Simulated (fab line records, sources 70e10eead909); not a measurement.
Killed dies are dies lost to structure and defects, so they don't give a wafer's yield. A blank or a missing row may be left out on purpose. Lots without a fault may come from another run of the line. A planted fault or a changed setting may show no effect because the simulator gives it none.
A struck lot beside a sound one | flow nand_harc | 14 steps out of a route of 1302
Sound: wafers L144.2, L144.3, L144.5. Struck: wafers L156.2, L156.5, L156.6. The cause comes at the end.
At each step with rows: each side's tool, then ch and its chambers, then its first start. Under that, the readings that differ: sound wafers | struck wafers | difference of the means | sigmas: that difference in standard deviations of wafers without a fault.
alike: readings whose means differ by less than 2 such deviations, and words and numbers that are the same on both sides. not compared: withheld readings, readings that some wafer has no value for, bounds like >300 that may hide the same value, and numbers for which the record gives no deviation and whose values overlap.
The two part at a step that has a row with sigmas, a row that says differs or no value, or rows on one side only. Numbers that don't overlap but have no deviation are shown without sigmas and don't part them. A reading that every wafer of one side lacks parts them only if that side has two wafers or more.

first, 2 steps without rows for these wafers: NHARC_P_M1_PRE_CLEAN_30 (time 30 s); NHARC_P_M1_PVD_20 (deposits TaN, target thk 5 nm, time 8.06 s).
NHARC_P_M1_PVD_21: deposits Cu, target thk 30 nm, time 20.49 s.
  sound on pvd_sputter-02; struck on pvd_sputter-01
  alike: cathode_dc_power_W, throttle_valve_pct
then, 1 step without rows for these wafers: NHARC_P_M1_ECD_22 (material Cu, target thk 400 nm).
NHARC_P_M1_ANNEAL_31: time 90 s.
  sound on rtp_anneal-01 ch 0, day 6 18:36; struck on rtp_anneal-01 ch 0, day 11 06:02
  alike: wafer_temp_C_max
NHARC_P_M1_CMP_23: polishes, t overpolish 20 s, target thk 157.82 nm.
  sound on cmp-04 ch 0,3, day 6 18:53; struck on cmp-04 ch 0,1,3, day 11 06:23
  alike: motor_current_A, time_to_endpoint_s
NHARC_P_M1_THK_MEAS_24: measures by xrf.
  sound on film_metro-02, day 6 19:12; struck on film_metro-01, day 11 06:38
  alike: thk_nm
then, 1 step without rows for these wafers: NHARC_P_M1_SRD_25.
NHARC_P_M1_INSPECT_27:
  sound on defect_inspect-02, day 6 19:22; struck on defect_inspect-02, day 11 06:48
  alike: raw_defect_count
NHARC_P_M1_PRE_CLEAN_32: time 12 s.
  sound on pecvd-02 ch 0,1,2, day 6 19:26; struck on pecvd-01 ch 0,2, day 11 06:53
  alike: heater_power_w
NHARC_P_M1_DEP_33: deposits SiCN, target thk 30 nm.
  sound on pecvd-02 ch 0,1,2, day 6 19:33; struck on pecvd-01 ch 0,2, day 11 07:03
  alike: heater_power_w
NHARC_P_M2_DEP_00: deposits SiOC, target thk 182.5 nm.
  sound on pecvd-02 ch 0,2, day 6 19:56; struck on pecvd-01 ch 0,2, day 11 08:17
then, 1 step without rows for these wafers: NHARC_P_M2_DEHYDRATE_01 (time 120 s).
-- the record jumps here: 18 days lie between the struck wafers' starts before and after (it left off in module P_M2 and takes up again in module END, whose first step shown is number 1302 of the route) --
NHARC_END_SORT_01:
  the record has rows for the struck wafers here (prober-02 ch 0, day 29 08:09) and none for the sound ones

WHERE THEY PART
Only at NHARC_END_SORT_01, within this record.

WHY: what the simulator had put in
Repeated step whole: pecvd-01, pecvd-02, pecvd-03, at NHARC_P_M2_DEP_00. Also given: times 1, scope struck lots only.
